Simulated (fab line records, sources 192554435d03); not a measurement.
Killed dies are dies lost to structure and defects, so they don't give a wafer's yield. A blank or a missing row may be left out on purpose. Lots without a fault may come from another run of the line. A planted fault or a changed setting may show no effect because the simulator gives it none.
Chamber matching | flow n5_finfet | N5_BEOL_M10_ALD_74 on ald_metal-04: 4 sister chambers
The step deposits TaN, target thk 2 nm, pulse time 2 s, purge time 3 s. 16 wafers are shown with their chamber, then 8 later ones without.

WAFERS WITH THEIR CHAMBER
wafer  | chamber | heater_power_w (W) | heater_power_outer_w (W)
L078.1 | 1       | 391                | 207
L078.3 | 2       | 375                | 198
L078.5 | 0       | 476                | 256
L074.2 | 1       | 394                | 206
L074.3 | 3       | 427                | 223
L074.4 | 0       | 469                | 256
L079.3 | 1       | 387                | 206
L079.4 | 0       | 476                | 266
L079.6 | 3       | 423                | 235
L080.2 | 2       | 380                | 196
L080.4 | 3       | 436                | 232
L080.6 | 3       | 428                | 230
L088.3 | 2       | 375                | 202
L088.5 | 3       | 434                | 225
L088.6 | 0       | 468                | 261
L092.1 | 0       | 483                | 266

SIGNATURES (means of the wafers above)
reading              | chamber 0 | chamber 1 | chamber 2 | chamber 3 | scatter within a chamber
heater_power_w       | 474.40    | 390.67    | 376.67    | 429.60    | 5.03
heater_power_outer_w | 261.00    | 206.33    | 198.67    | 229.00    | 4.26
Rule: a wafer's distance from a chamber is the root of the sum, over the readings, of the square of ((its reading less the chamber's mean) divided by the reading's scatter). The wafer belongs to the nearest chamber; if the next one is less than 2 further off, it can't be placed. The scatter: the root of (the sum of the squares of (reading less its chamber's mean) over the shown wafers, divided by (wafers less chambers)).

WAFERS WITHOUT THEIR CHAMBER
wafer  | heater_power_w (W) | heater_power_outer_w (W)
L092.3 | 416                | 228
L092.6 | 395                | 205
L095.1 | 381                | 201
L095.2 | 439                | 228
L095.3 | 407                | 205
L095.4 | 388                | 208
L095.5 | 425                | 232
L095.6 | 380                | 198

WHICH CHAMBER EACH WENT THROUGH
wafer  | from the rows above     | in truth
L092.3 | 3                       | 3
L092.6 | 1                       | 1
L095.1 | can't be placed: 2 or 1 | 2
L095.2 | 3                       | 3
L095.3 | 1                       | 1
L095.4 | 1                       | 1
L095.5 | 3                       | 3
L095.6 | 2                       | 2
Placed correctly: 7 of 8. Can't be placed from these rows: 1 (the true chamber is among the candidates in 1). Placed wrongly: 0.
